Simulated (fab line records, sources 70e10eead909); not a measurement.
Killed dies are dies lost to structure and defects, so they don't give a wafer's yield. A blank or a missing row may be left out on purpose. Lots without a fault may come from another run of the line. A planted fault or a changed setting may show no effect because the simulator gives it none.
A struck lot beside a sound one | flow nand_harc | 23 steps out of a route of 1302
Sound: wafers L100.3, L100.4, L100.5. Struck: wafer L118.2. (L118.3, L118.5 of the same lot were not struck and are left out.) The cause comes at the end.
At each step with rows: each side's tool, then ch and its chambers, then its first start. Under that, the readings that differ: sound wafers | struck wafers | difference of the means | sigmas: that difference in standard deviations of wafers without a fault.
alike: readings whose means differ by less than 2 such deviations, and words and numbers that are the same on both sides. not compared: withheld readings, readings that some wafer has no value for, bounds like >300 that may hide the same value, and numbers for which the record gives no deviation and whose values overlap.
The two part at a step that has a row with sigmas, a row that says differs or no value, or rows on one side only. Numbers that don't overlap but have no deviation are shown without sigmas and don't part them. A reading that every wafer of one side lacks parts them only if that side has two wafers or more.

first, 1 step without rows for these wafers: NHARC_A_CHANNEL_HOLE_D2_ETCH_16 (etches the open film in O2/COS, target depth 3100 nm, time 806 s).
NHARC_A_CHANNEL_HOLE_D2_CD_MEAS_18:
  sound on cd_sem-03, day 14 08:52; struck on cd_sem-01, day 21 23:11
  alike: cd_nm
then, 1 step without rows for these wafers: NHARC_A_CHANNEL_HOLE_D2_ETCH_19 (etches the open film in C4F8/O2/Ar, time 34.5 s).
NHARC_A_CHANNEL_HOLE_D2_ETCH_20: etches the open film in C4F8/O2/Ar, time 361.9 s, target depth 1600 nm.
  sound on har_etch-02 ch 1, day 14 09:22; struck on har_etch-02 ch 1, day 21 23:22
  reading                         | sound          | struck | difference                   | sigmas
  rf_hours_counter_h (h)          | - - -          | 57     | no value on the sound wafers |
  showerhead_plenum_p_Torr (Torr) | 3.39 3.39 3.39 | 3.89   | +0.50                        | +3
  alike: c4f8_flow_sccm, drypump_motor_current_A, throttle_valve_pct
then, 2 steps without rows for these wafers: NHARC_A_CHANNEL_HOLE_D2_ETCH_21 (etches the open film in C4F8/O2/Ar, time 514.3 s, target depth 1600 nm); NHARC_A_CHANNEL_HOLE_D2_ETCH_22 (etches the open film in C4F8/O2/Ar, time 666.7 s, target depth 1600 nm).
NHARC_A_CHANNEL_HOLE_D2_ETCH_23: etches the open film in C4F8/O2/Ar, time 819 s, target depth 1600 nm.
  sound on har_etch-02 ch 1, day 14 12:14; struck on har_etch-02 ch 1, day 22 00:42
  reading                         | sound          | struck | difference                   | sigmas
  rf_hours_counter_h (h)          | - - -          | 59     | no value on the sound wafers |
  showerhead_plenum_p_Torr (Torr) | 3.39 3.39 3.39 | 3.89   | +0.50                        | +3
  alike: c4f8_flow_sccm, drypump_motor_current_A, throttle_valve_pct
NHARC_A_CHANNEL_HOLE_D2_ETCH_24: etches the open film in C4F8/O2/Ar, time 906.2 s, target depth 1500 nm.
  sound on har_etch-02 ch 1, day 14 13:40; struck on har_etch-02 ch 1, day 22 01:23
  reading                         | sound          | struck | difference                   | sigmas
  rf_hours_counter_h (h)          | - - -          | 59     | no value on the sound wafers |
  showerhead_plenum_p_Torr (Torr) | 3.38 3.38 3.38 | 3.89   | +0.51                        | +3
  alike: c4f8_flow_sccm, drypump_motor_current_A, throttle_valve_pct
then, 4 steps without rows for these wafers: NHARC_A_CHANNEL_HOLE_D2_ETCH_25 (etches the open film in C4F8/O2/Ar, time 1040.2 s, target depth 1500 nm); NHARC_A_CHANNEL_HOLE_D2_ETCH_26 (etches the open film in C4F8/O2/Ar, time 224.1 s, target depth 300 nm); NHARC_A_CHANNEL_HOLE_D2_ETCH_27 (etches the open film in C4F8/O2/Ar, time 90 s, target depth 400 nm); NHARC_A_CHANNEL_HOLE_D2_STRIP_41 (strips in N2/H2).
NHARC_A_CHANNEL_HOLE_D2_STRIP_42: strips in CF4/CHF3.
  sound on rie_diel-13 ch 0,2,3, day 14 17:39; struck on rie_diel-13 ch 0,1,3, day 22 03:52
then, 1 step without rows for these wafers: NHARC_A_CHANNEL_HOLE_D2_STRIP_43 (strips in O2/COS).
NHARC_A_CHANNEL_HOLE_D2_ETCH_44: etches the open film in CF4/O2, target depth 140 nm, overetch 14 nm, time 77 s.
  sound on rie_diel-13 ch 0,2, day 14 17:46; struck on rie_diel-13 ch 1, day 22 03:59
  alike: drypump_motor_current_A, oes_product_au, rf_vpp_V, showerhead_plenum_p_Torr, throttle_valve_pct
  not compared: rf_hours_counter_h
NHARC_A_CHANNEL_HOLE_D2_STRIP_28: strips in O2.
  sound on rie_diel-13 ch 0,3; struck on rie_diel-13 ch 1
  alike: drypump_motor_current_A, oes_product_au, rf_vpp_V, showerhead_plenum_p_Torr, throttle_valve_pct
  not compared: rf_hours_counter_h
then, 2 steps without rows for these wafers: NHARC_A_CHANNEL_HOLE_D2_PRECLEAN_29 (cleans in SC1); NHARC_A_CHANNEL_HOLE_D2_SRD_30.
NHARC_A_CHANNEL_HOLE_D2_CD_MEAS_31:
  sound on cd_sem-01, day 14 18:42; struck on cd_sem-02, day 22 04:47
  alike: cd_nm
then, 1 step without rows for these wafers: NHARC_A_CHANNEL_HOLE_D2_XSEM_32.
NHARC_A_CHANNEL_HOLE_D2_INSPECT_40:
  sound on defect_inspect-02, day 14 18:53; struck on defect_inspect-02, day 22 04:58
  reading          | sound       | struck | difference | sigmas
  raw_defect_count | 303 446 371 | 616    | +243       | +3
then, 1 step without rows for these wafers: NHARC_A_CHANNEL_FILL_D2_PRECLEAN_00 (cleans in SC1).
-- the record jumps here: 11 days lie between the struck wafers' starts before and after (it left off in module A_CHANNEL_FILL_D2 and takes up again in module END, whose first step shown is number 1302 of the route) --
NHARC_END_SORT_01:
  sound on prober-02 ch 0, day 25 13:29; struck on prober-02 ch 0, day 33 01:46
  reading             | sound    | struck | difference | sigmas
  killed_at_array     | 90 71 75 | 130    | +51        | +3
  killed_at_periphery | 2 3 1    | 8      | +6         | +3
  killed_dies         | 93 75 76 | 140    | +59        | +3
  alike: killed_at_other, killed_open, killed_short

WHERE THEY PART
First at NHARC_A_CHANNEL_HOLE_D2_ETCH_20; last, within this record, at NHARC_END_SORT_01.

WHY: what the simulator had put in
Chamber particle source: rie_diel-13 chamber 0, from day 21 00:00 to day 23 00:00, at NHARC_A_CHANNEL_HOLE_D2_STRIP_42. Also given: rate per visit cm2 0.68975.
